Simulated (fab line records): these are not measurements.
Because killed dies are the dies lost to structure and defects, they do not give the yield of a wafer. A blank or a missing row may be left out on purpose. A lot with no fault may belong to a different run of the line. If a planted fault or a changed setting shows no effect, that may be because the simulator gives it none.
Chamber matching | flow nand-harc | NHARC_A_STAIRCASE_ALD_420 on ald-hk-04 has 4 sister chambers
The step deposits SiO2, target thk 20 nm, pulse time 6 s, ald cycles 200. 8 wafers are shown with their chamber, then 9 later ones without.

## EACH WAFER AND ITS CHAMBER
wafer  | chamber | heater-power-w (W) | precursor-pulse-height-rel
L077.5 | 1       | 478                | 0.982
L077.6 | 2       | 521                | 1.034
L083.2 | 1       | 507                | 0.989
L083.5 | 2       | 522                | 0.984
L089.5 | 0       | 461                | 1.035
L091.2 | 0       | 457                | 1.001
L091.4 | 3       | 456                | 0.992
L091.5 | 3       | 445                | 0.974

## WAFERS WHOSE CHAMBER IS MISSING
wafer  | heater-power-w (W) | precursor-pulse-height-rel
L090.4 | 459                | 1.009
L090.5 | 458                | 0.992
L090.6 | 520                | 1.022
L095.2 | 469                | 0.988
L095.4 | 527                | 0.995
L095.5 | 522                | 0.993
L097.2 | 435                | 1.003
L097.4 | 412                | 0.996
L097.6 | 462                | 0.994

## WHICH CHAMBER EACH WENT THROUGH
wafer  | from the rows above          | in truth
L090.4 | can't be placed: 0 or 3      | 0
L090.5 | can't be placed: 3 or 0      | 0
L090.6 | 2                            | 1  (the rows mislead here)
L095.2 | can't be placed: 0 or 3 or 1 | 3
L095.4 | 2                            | 2
L095.5 | can't be placed: 2 or 1      | 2
L097.2 | can't be placed: 3 or 0      | 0
L097.4 | can't be placed: 3 or 0      | 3
L097.6 | can't be placed: 0 or 3 or 1 | 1
Correctly placed: 1 of 9. These rows do not allow placing 7 (true chamber among the candidates in 7). Wrongly placed: 1.
How it was worked out, from the rows above alone: a wafer's distance from a chamber is the root of the sum, over the readings, of the square of ((its reading less the chamber's mean) divided by the reading's scatter). The wafer belongs to the nearest chamber; if the next one is less than 2 further off, it can't be placed. Each chamber's mean is taken over the wafers shown for it. How the scatter is found: for the shown wafers, subtract from each reading the mean of its chamber, square and add these, divide the total by (wafers less chambers), then take the root.
